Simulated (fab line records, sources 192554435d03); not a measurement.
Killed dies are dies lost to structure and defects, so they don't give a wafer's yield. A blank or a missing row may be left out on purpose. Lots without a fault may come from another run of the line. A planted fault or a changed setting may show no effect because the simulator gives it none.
Which tool did it? | flow n5_finfet | 24 lots, 72 wafers sampled, at 6 steps of a route of 1938

WHAT THE GAUGES READ, wafer by wafer
N5_BEOL_M13_THK_MEAS_50: measures by xrf.
lot  | measured     | on            | M13_THK (nm)
L075 | day 12 00:44 | film_metro-02 | 437 423 422
L074 | day 12 12:11 | film_metro-01 | 434 431 422
L076 | day 12 12:38 | film_metro-02 | 420 432 422
L077 | day 12 12:38 | film_metro-01 | 433 416 426
L078 | day 12 23:26 | film_metro-02 | 407 431 413
L079 | day 13 03:22 | film_metro-02 | 436 424 432
L082 | day 13 11:41 | film_metro-02 | 424 429 421
L080 | day 13 15:12 | film_metro-01 | 431 419 415
L081 | day 13 15:44 | film_metro-02 | 439 439 422
L083 | day 14 08:10 | film_metro-01 | 426 422 410
L086 | day 14 16:47 | film_metro-01 | 424 416 422
L085 | day 14 20:20 | film_metro-02 | 419 430 419
L084 | day 14 22:48 | film_metro-01 | 417 425 425
L089 | day 15 03:55 | film_metro-02 | 434 415 429
L087 | day 15 06:39 | film_metro-02 | 424 417 421
L088 | day 15 07:19 | film_metro-02 | 415 435 422
L091 | day 15 09:52 | film_metro-02 | 434 411 416
L090 | day 15 11:56 | film_metro-01 | 415 419 417
L092 | day 15 21:50 | film_metro-02 | 418 423 421
L093 | day 16 00:24 | film_metro-02 | 430 415 419
L094 | day 16 19:11 | film_metro-01 | 423 420 426
L095 | day 17 01:09 | film_metro-02 | 420 429 433
L097 | day 17 06:32 | film_metro-01 | 430 416 430
L096 | day 17 14:16 | film_metro-02 | 410 421 426

N5_BEOL_M14_THK_MEAS_01.
lot  | measured     | on            | M14_ILD_THK (nm)
L075 | day 12 01:08 | film_metro-01 | 1112 1116 1146
L074 | day 12 12:34 | film_metro-02 | 1109 1131 1124
L076 | day 12 13:01 | film_metro-02 | 1125 1116 1120
L077 | day 12 13:01 | film_metro-02 | 1135 1147 1104
L078 | day 12 23:49 | film_metro-02 | 1127 1124 1143
L079 | day 13 03:45 | film_metro-02 | 1111 1126 1113
L082 | day 13 12:04 | film_metro-01 | 1104 1057 1138
L080 | day 13 15:35 | film_metro-01 | 1100 1127 1103
L081 | day 13 16:07 | film_metro-02 | 1107 1121 1124
L083 | day 14 08:37 | film_metro-01 | 1104 1097 1115
L086 | day 14 17:10 | film_metro-01 | 1115 1143 1147
L085 | day 14 20:43 | film_metro-02 | 1091 1109 1154
L084 | day 14 23:11 | film_metro-01 | 1108 1105 1118
L089 | day 15 04:19 | film_metro-01 | 1114 1150 1139
L087 | day 15 07:02 | film_metro-01 | 1087 1104 1128
L088 | day 15 07:41 | film_metro-02 | 1121 1133 1133
L091 | day 15 10:15 | film_metro-01 | 1094 1141 1153
L090 | day 15 12:19 | film_metro-01 | 1115 1082 1108
L092 | day 15 22:13 | film_metro-02 | 1120 1127 1146
L093 | day 16 00:47 | film_metro-02 | 1111 1131 1124
L094 | day 16 19:35 | film_metro-01 | 1082 1102 1105
L095 | day 17 01:32 | film_metro-01 | 1109 1122 1136
L097 | day 17 06:55 | film_metro-02 | 1113 1100 1133
L096 | day 17 14:43 | film_metro-02 | 1154 1143 1149

N5_PASSIVATION_OVL_MEAS_63.
lot  | measured     | on         | PAD_OVL (nm)
L075 | day 12 21:49 | overlay-01 | 4 -2 -4
L074 | day 13 10:59 | overlay-01 | -9 -2 -2
L076 | day 13 11:50 | overlay-01 | -2 -2 2
L077 | day 13 11:26 | overlay-01 | 7 0 7
L078 | day 13 21:38 | overlay-01 | -2 -5 -3
L079 | day 13 22:52 | overlay-02 | 3 -6 -1
L082 | day 14 09:13 | overlay-02 | -5 -11 -1
L080 | day 14 14:37 | overlay-02 | 13 9 8
L081 | day 14 21:29 | overlay-02 | -1 0 8
L083 | day 15 06:11 | overlay-01 | 2 -1 4
L086 | day 15 23:16 | overlay-01 | 11 7 8
L085 | day 15 23:40 | overlay-02 | -3 6 -4
L084 | day 16 02:43 | overlay-02 | 6 0 7
L089 | day 16 03:21 | overlay-01 | -2 -5 2
L087 | day 16 08:59 | overlay-02 | 10 9 6
L088 | day 16 14:10 | overlay-02 | -3 2 -4
L091 | day 16 15:21 | overlay-01 | -11 -7 -1
L090 | day 16 19:22 | overlay-02 | -7 3 -4
L092 | day 16 19:47 | overlay-01 | 6 -10 -4
L093 | day 16 20:17 | overlay-01 | -7 3 7
L094 | day 17 17:54 | overlay-02 | -8 -15 -3
L095 | day 18 02:47 | overlay-01 | -10 -3 8
L097 | day 18 03:17 | overlay-01 | 4 -1 -1
L096 | day 18 09:38 | overlay-01 | 9 2 6

WHICH TOOL RAN EACH LOT (tool, then ch and the chambers of the sampled wafers, then the start)
lot  | N5_BEOL_M14_STRIP_64                          | N5_BEOL_M14_DESCUM_33              | N5_BEOL_M14_ETCH_38
L075 | rie_diel-01 ch 0,2, day 12 02:30 or earlier   | rie_diel-06 ch 0,2,3, day 12 02:30 | rie_diel-01 ch 0,1, day 12 21:49 or earlier
L074 | rie_diel-05 ch 2,3, day 12 14:14 or earlier   | rie_diel-06 ch 1,2, day 12 14:14   | rie_diel-06 ch 2,3, day 13 10:59 or earlier
L076 | rie_diel-01 ch 0,2, day 12 14:31 or earlier   | rie_diel-05 ch 0,2,3, day 12 14:31 | rie_diel-05 ch 0,1,3, day 13 11:50 or earlier
L077 | rie_diel-05 ch 0,2,3, day 12 14:43 or earlier | rie_diel-01 ch 0,1,2, day 12 14:43 | rie_diel-05 ch 2,3, day 13 11:26 or earlier
L078 | rie_diel-06 ch 0,2, day 13 01:52 or earlier   | rie_diel-01 ch 0,2, day 13 01:52   | rie_diel-05 ch 1,2, day 13 21:38 or earlier
L079 | rie_diel-01 ch 0,1,3, day 13 05:07 or earlier | rie_diel-06 ch 0,2, day 13 05:07   | rie_diel-01 ch 1,2,3, day 13 22:52 or earlier
L082 | rie_diel-01 ch 0,3, day 13 13:51 or earlier   | rie_diel-05 ch 0,2, day 13 13:51   | rie_diel-05 ch 0,1, day 14 09:13 or earlier
L080 | rie_diel-05 ch 2,3, day 13 17:05 or earlier   | rie_diel-01 ch 0,3, day 13 17:05   | rie_diel-06 ch 2,3, day 14 14:37 or earlier
L081 | rie_diel-06 ch 2,3, day 13 17:40 or earlier   | rie_diel-01 ch 0,2,3, day 13 17:40 | rie_diel-06 ch 0,2,3, day 14 21:29 or earlier
L083 | rie_diel-05 ch 0,2,3, day 14 09:52 or earlier | rie_diel-05 ch 1,2, day 14 09:52   | rie_diel-01 ch 0,3, day 15 06:11 or earlier
L086 | rie_diel-06 ch 0,2,3, day 14 18:32 or earlier | rie_diel-01 ch 0,3, day 14 18:32   | rie_diel-05 ch 0,2,3, day 15 23:16 or earlier
L085 | rie_diel-01 ch 0,3, day 14 22:07 or earlier   | rie_diel-05 ch 0,3, day 14 22:07   | rie_diel-01 ch 0,2,3, day 15 23:40 or earlier
L084 | rie_diel-06 ch 0,1,2, day 15 00:33 or earlier | rie_diel-06 ch 1,2,3, day 15 00:33 | rie_diel-01 ch 1,3, day 16 02:43 or earlier
L089 | rie_diel-01 ch 1,2, day 15 05:40 or earlier   | rie_diel-01 ch 0,3, day 15 05:40   | rie_diel-06 ch 0,1, day 16 03:21 or earlier
L087 | rie_diel-01 ch 0,1,2, day 15 08:42 or earlier | rie_diel-06 ch 0,2,3, day 15 08:42 | rie_diel-06 ch 1,2,3, day 16 08:59 or earlier
L088 | rie_diel-01 ch 0,1,2, day 15 09:17 or earlier | rie_diel-06 ch 0,1,3, day 15 09:17 | rie_diel-06 ch 0,1,3, day 16 14:10 or earlier
L091 | rie_diel-06 ch 2,3, day 15 11:37 or earlier   | rie_diel-01 ch 0,1,2, day 15 11:37 | rie_diel-01 ch 1,2,3, day 16 15:21 or earlier
L090 | rie_diel-01 ch 0,1,2, day 15 13:58 or earlier | rie_diel-01 ch 1,2,3, day 15 13:58 | rie_diel-05 ch 1,2,3, day 16 19:22 or earlier
L092 | rie_diel-05 ch 2,3, day 15 23:37 or earlier   | rie_diel-05 ch 1,2, day 15 23:37   | rie_diel-06 ch 1,2, day 16 19:47 or earlier
L093 | rie_diel-01 ch 1,2,3, day 16 02:09 or earlier | rie_diel-06 ch 0,2,3, day 16 02:09 | rie_diel-01 ch 1,2, day 16 20:17 or earlier
L094 | rie_diel-01 ch 2,3, day 16 21:05 or earlier   | rie_diel-01 ch 0,1, day 16 21:05   | rie_diel-05 ch 0,3, day 17 17:54 or earlier
L095 | rie_diel-01 ch 1,2,3, day 17 03:04 or earlier | rie_diel-05 ch 0,2,3, day 17 03:04 | rie_diel-01 ch 1,2,3, day 18 02:47 or earlier
L097 | rie_diel-05 ch 0,1,3, day 17 08:17 or earlier | rie_diel-01 ch 0,1, day 17 08:17   | rie_diel-01 ch 1,3, day 18 03:17 or earlier
L096 | rie_diel-06 ch 0,1,3, day 17 16:05 or earlier | rie_diel-06 ch 1,2,3, day 17 16:05 | rie_diel-06 ch 1,2,3, day 18 09:38 or earlier
- N5_BEOL_M14_STRIP_64: strips in O2.
- N5_BEOL_M14_DESCUM_33: chemistry O2, time 7.9 s.
- N5_BEOL_M14_ETCH_38: etches SiCN in CF4/N2, target depth 106.5 nm, time 120.6 s.

WHAT THE TOOLS THEMSELVES READ (means of the sampled wafers that have a number; where no wafer has one, the mark that the record gives instead)
N5_BEOL_M14_STRIP_64.
lot  | tool        | drypump_motor_current_A (A) | oes_product_au (a.u.) | rf_vpp_V (V) | showerhead_plenum_p_Torr (Torr) | throttle_valve_pct (%)
L075 | rie_diel-01 | 5.2                         | 0.83                  | 2.7          | 2.14                            | 16.63
L074 | rie_diel-05 | 6.1                         | 0.87                  | 3.4          | 2.10                            | 16.60
L076 | rie_diel-01 | 5.2                         | 0.83                  | 3.9          | 2.14                            | 16.64
L077 | rie_diel-05 | 5.9                         | 0.82                  | 3.7          | 2.09                            | 16.56
L078 | rie_diel-06 | 5.3                         | 0.78                  | 3.1          | 2.17                            | 16.67
L079 | rie_diel-01 | 5.7                         | 0.86                  | 3.6          | 2.13                            | 16.67
L082 | rie_diel-01 | 5.5                         | 0.86                  | 3.3          | 2.14                            | 16.65
L080 | rie_diel-05 | 6.1                         | 0.84                  | 3.7          | 2.09                            | 16.61
L081 | rie_diel-06 | 5.2                         | 0.82                  | 3.8          | 2.18                            | 16.59
L083 | rie_diel-05 | 5.9                         | 0.80                  | 4.1          | 2.09                            | 16.59
L086 | rie_diel-06 | 5.2                         | 0.79                  | 3.3          | 2.14                            | 16.73
L085 | rie_diel-01 | 5.5                         | 0.87                  | 4.0          | 2.14                            | 16.64
L084 | rie_diel-06 | 5.6                         | 0.82                  | 3.1          | 2.17                            | 16.62
L089 | rie_diel-01 | 5.7                         | 0.79                  | 3.6          | 2.11                            | 16.74
L087 | rie_diel-01 | 5.5                         | 0.79                  | 3.4          | 2.12                            | 16.71
L088 | rie_diel-01 | 5.5                         | 0.79                  | 3.5          | 2.12                            | 16.71
L091 | rie_diel-06 | 5.2                         | 0.83                  | 3.7          | 2.17                            | 16.64
L090 | rie_diel-01 | 5.5                         | 0.80                  | 3.5          | 2.12                            | 16.72
L092 | rie_diel-05 | 6.0                         | 0.80                  | 3.9          | 2.06                            | 16.77
L093 | rie_diel-01 | 5.5                         | 0.83                  | 3.3          | 2.13                            | 16.69
L094 | rie_diel-01 | 5.4                         | 0.86                  | 3.3          | 2.14                            | 16.64
L095 | rie_diel-01 | 5.5                         | 0.82                  | 3.4          | 2.12                            | 16.71
L097 | rie_diel-05 | 5.9                         | 0.79                  | 3.8          | 2.07                            | 16.59
L096 | rie_diel-06 | 5.5                         | 0.81                  | 3.3          | 2.14                            | 16.67

N5_BEOL_M14_DESCUM_33.
lot  | tool        | drypump_motor_current_A (A) | oes_product_au (a.u.) | rf_vpp_V (V) | showerhead_plenum_p_Torr (Torr) | throttle_valve_pct (%)
L075 | rie_diel-06 | 5.2                         | 0.81                  | 243.8        | 2.15                            | 20.49
L074 | rie_diel-06 | 5.6                         | 0.77                  | 243.5        | 2.12                            | 20.36
L076 | rie_diel-05 | 6.0                         | 0.83                  | 242.8        | 2.09                            | 20.35
L077 | rie_diel-01 | 5.5                         | 0.83                  | 243.8        | 2.13                            | 20.47
L078 | rie_diel-01 | 5.2                         | 0.82                  | 243.0        | 2.13                            | 20.45
L079 | rie_diel-06 | 5.3                         | 0.78                  | 244.0        | 2.16                            | 20.45
L082 | rie_diel-05 | 5.8                         | 0.79                  | 242.1        | 2.06                            | 20.52
L080 | rie_diel-01 | 5.5                         | 0.90                  | 244.0        | 2.14                            | 20.44
L081 | rie_diel-01 | 5.3                         | 0.87                  | 243.4        | 2.14                            | 20.44
L083 | rie_diel-05 | 5.8                         | 0.81                  | 242.2        | 2.02                            | 20.64
L086 | rie_diel-01 | 5.5                         | 0.83                  | 243.1        | 2.14                            | 20.48
L085 | rie_diel-05 | 5.9                         | 0.78                  | 242.5        | 2.11                            | 20.22
L084 | rie_diel-06 | 5.5                         | 0.86                  | 246.0        | 2.18                            | 20.32
L089 | rie_diel-01 | 5.5                         | 0.87                  | 243.1        | 2.14                            | 20.47
L087 | rie_diel-06 | 5.2                         | 0.78                  | 243.9        | 2.13                            | 20.55
L088 | rie_diel-06 | 5.5                         | 0.83                  | 243.9        | 2.14                            | 20.46
L091 | rie_diel-01 | 5.5                         | 0.79                  | 243.8        | 2.12                            | 20.51
L090 | rie_diel-01 | 5.5                         | 0.83                  | 243.4        | 2.13                            | 20.48
L092 | rie_diel-05 | 5.8                         | 0.80                  | 242.5        | 2.02                            | 20.66
L093 | rie_diel-06 | 5.2                         | 0.78                  | 243.9        | 2.13                            | 20.55
L094 | rie_diel-01 | 5.6                         | 0.77                  | 243.5        | 2.11                            | 20.55
L095 | rie_diel-05 | 5.9                         | 0.78                  | 242.5        | 2.08                            | 20.41
L097 | rie_diel-01 | 5.6                         | 0.77                  | 243.5        | 2.11                            | 20.56
L096 | rie_diel-06 | 5.5                         | 0.83                  | 245.0        | 2.18                            | 20.35

N5_BEOL_M14_ETCH_38.
lot  | tool        | cf4_flow_sccm (sccm) | drypump_motor_current_A (A) | oes_product_au (a.u.) | rf_vpp_V (V) | showerhead_plenum_p_Torr (Torr) | throttle_valve_pct (%)
L075 | rie_diel-01 | 59.98                | 5.9                         | 0.82                  | 381.9        | 2.22                            | 15.42
L074 | rie_diel-06 | 60.19                | 5.2                         | 0.84                  | 383.8        | 2.29                            | 15.27
L076 | rie_diel-05 | 59.87                | 6.0                         | 0.84                  | 382.0        | 2.20                            | 15.29
L077 | rie_diel-05 | 60.06                | 6.0                         | 0.85                  | 381.2        | 2.18                            | 15.46
L078 | rie_diel-05 | 60.00                | 5.8                         | 0.83                  | 380.9        | 2.14                            | 15.51
L079 | rie_diel-01 | 59.96                | 5.5                         | 0.88                  | 383.0        | 2.24                            | 15.32
L082 | rie_diel-05 | 60.09                | 5.8                         | 0.81                  | 381.9        | 2.15                            | 15.35
L080 | rie_diel-06 | 60.06                | 5.2                         | 0.85                  | 383.0        | 2.27                            | 15.31
L081 | rie_diel-06 | 60.03                | 5.3                         | 0.79                  | 382.9        | 2.25                            | 15.45
L083 | rie_diel-01 | 59.89                | 5.5                         | 0.88                  | 383.8        | 2.24                            | 15.32
L086 | rie_diel-05 | 59.90                | 5.9                         | 0.81                  | 381.9        | 2.20                            | 15.36
L085 | rie_diel-01 | 60.07                | 5.3                         | 0.85                  | 382.7        | 2.23                            | 15.30
L084 | rie_diel-01 | 60.01                | 5.9                         | 0.83                  | 383.3        | 2.22                            | 15.46
L089 | rie_diel-06 | 60.03                | 5.9                         | 0.86                  | 383.7        | 2.30                            | 15.35
L087 | rie_diel-06 | 59.95                | 5.5                         | 0.86                  | 384.1        | 2.30                            | 15.27
L088 | rie_diel-06 | 59.74                | 5.5                         | 0.84                  | 383.6        | 2.26                            | 15.44
L091 | rie_diel-01 | 60.03                | 5.5                         | 0.84                  | 383.2        | 2.23                            | 15.38
L090 | rie_diel-05 | 59.99                | 6.0                         | 0.82                  | 380.6        | 2.16                            | 15.47
L092 | rie_diel-06 | 60.06                | 5.6                         | 0.83                  | 384.5        | 2.31                            | 15.26
L093 | rie_diel-01 | 59.79                | 5.3                         | 0.81                  | 382.2        | 2.22                            | 15.35
L094 | rie_diel-05 | 60.15                | 5.9                         | 0.77                  | 382.8        | 2.22                            | 15.27
L095 | rie_diel-01 | 59.97                | 5.5                         | 0.82                  | 382.8        | 2.22                            | 15.39
L097 | rie_diel-01 | 60.07                | 5.8                         | 0.83                  | 383.1        | 2.23                            | 15.43
L096 | rie_diel-06 | 59.81                | 5.5                         | 0.83                  | 384.2        | 2.29                            | 15.31

THE ANSWER, worked out from the rows above alone
Rule: what is usual is taken from the lots themselves. Put in order of their means at a reading, lots are off if they are a third of the lots or fewer, leave a main group of 4 or more, and stand apart from it by a gap of 3 or more times the standard deviation of the main group's means; of several such gaps the widest counts. A main group whose means are all the same, to the digits that the tables above print for the reading, isn't used. A lot without any number at a reading at which 4 lots or more have one is off too. The other lots that the step has rows for count as sound. The gauges are gone through in route order, then the tools' own readings, and for those a lot's mean is taken as printed above. The first step at which some lot is off is used, and at that step the reading that is off furthest; a lot without a number counts as furthest.
No lot is off at any reading shown: from this, nothing can be told.

WHAT THE SIMULATOR HAD PUT IN
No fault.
